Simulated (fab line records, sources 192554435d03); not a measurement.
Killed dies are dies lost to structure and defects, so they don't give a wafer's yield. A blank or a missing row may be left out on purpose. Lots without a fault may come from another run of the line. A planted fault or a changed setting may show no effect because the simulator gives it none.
One fault seen from 2 desks | flow n5_finfet | each desk has only its own numbers; what lay behind them comes last

THE METROLOGY DESK
What the gauges read, lot by lot, whatever tool the lot ran on: means of the sampled wafers that have a number. A lot is out of limits, marked OUT, if its mean lies more than 4 standard deviations from the usual mean; the brackets give that distance. Of its 12 readings 7 are shown: the one that was out of limits first, and those that lie furthest out on some lot.
Columns: A = DIBL_N at N5_BEOL_M4_RC_MEAS_101, usual 36.5 mV/V; B = DIBL_P at N5_BEOL_M4_RC_MEAS_101, usual 36.9 mV/V; C = IOFF_N at N5_BEOL_M4_RC_MEAS_101, usual 0.163 nA/um; D = SS_N at N5_BEOL_M4_RC_MEAS_101, usual 71.6 mV/dec; E = SS_P at N5_BEOL_M4_RC_MEAS_101, usual 73.4 mV/dec; F = cd_nm at N5_BEOL_M11_CD_MEAS_18, usual 70.1 nm; G = cd_nm at N5_BEOL_M11_CD_MEAS_28, usual 69.9 nm
lot  | first seen here | A    | B    | C     | D    | E    | F    | G
L468 | day 7 20:49     | 35.9 | 35.7 | 0.153 | 71.9 | 73.1 | 69.9 | 70.5
L474 | day 9 05:38     | 37.1 | 37.2 | 0.163 | 71.3 | 74.2 | 70.1 | 68.7
L473 | day 9 18:32     | 38.0 | 39.1 | 0.177 | 71.8 | 73.8 | 70.4 | 68.9
L483 | day 11 10:32    | 37.2 | 38.0 | 0.187 | 71.5 | 74.1 | 69.9 | 83.0 (+15) OUT
L482 | day 11 18:47    | 37.7 | 38.5 | 0.179 | 71.4 | 73.7 | 71.1 | 79.3 (+11) OUT
L484 | day 12 08:54    | 36.5 | 37.0 | 0.170 | 71.3 | 73.2 | 70.3 | 70.4
L486 | day 12 16:38    | 38.2 | 39.5 | 0.173 | 72.0 | 73.8 | 69.9 | 69.7
L489 | day 13 19:39    | 33.2 | 33.4 | 0.122 | 70.2 | 72.3 | 70.5 | 70.4
This desk's finding: out of limits on L482, L483; first on L483, day 13 20:10 (cd_nm at N5_BEOL_M11_CD_MEAS_28). In limits: L468, L474, L473, L484, L486, L489.

THE TOOL OWNER'S DESK: arfi_scanner-03
The tool's own readings at N5_BEOL_M11_EXPOSE_25 (exposes mask V10): means of the sampled wafers that have a number, for each lot that ran on this tool. A lot is out of limits, marked OUT, if its mean lies more than 4 standard deviations from the usual mean; the brackets give that distance.
Columns: A = exposure_dose_mJ_cm2 at N5_BEOL_M11_EXPOSE_25, usual 85.48; B = stage_vel_mm_s at N5_BEOL_M11_EXPOSE_25, usual 499.93 mm/s
lot  | first seen here | A                       | B
L468 | day 10 10:29    | 85.51                   | 499.74
L473 | day 12 05:49    | 85.60                   | 499.56
L483 | day 13 20:02    | 98.39 (+99 or more) OUT | 500.09
L482 | day 13 23:52    | 95.81 (+99 or more) OUT | 499.98
This desk's finding: out of limits on L482, L483; first on L483, day 13 20:02 (exposure_dose_mJ_cm2 at N5_BEOL_M11_EXPOSE_25). In limits: L468, L473.

PUT TOGETHER
The tool owner's desk could have raised an alarm at day 13 20:02, on L482, L483.
The metrology desk could have raised an alarm at day 13 20:10, on L482, L483.
Of the lots named, all ran N5_BEOL_M11_EXPOSE_25 on arfi_scanner-03.

WHAT THE SIMULATOR HAD PUT IN
Process parameter drift: arfi_scanner-03, from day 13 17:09 on, at N5_BEOL_M11_EXPOSE_25. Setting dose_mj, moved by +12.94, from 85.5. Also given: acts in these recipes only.
Lots struck among those shown: L482, L483.
Hours from the fault's start to each desk's first reading out of limits: the tool owner's desk, 3; the metrology desk, 3.
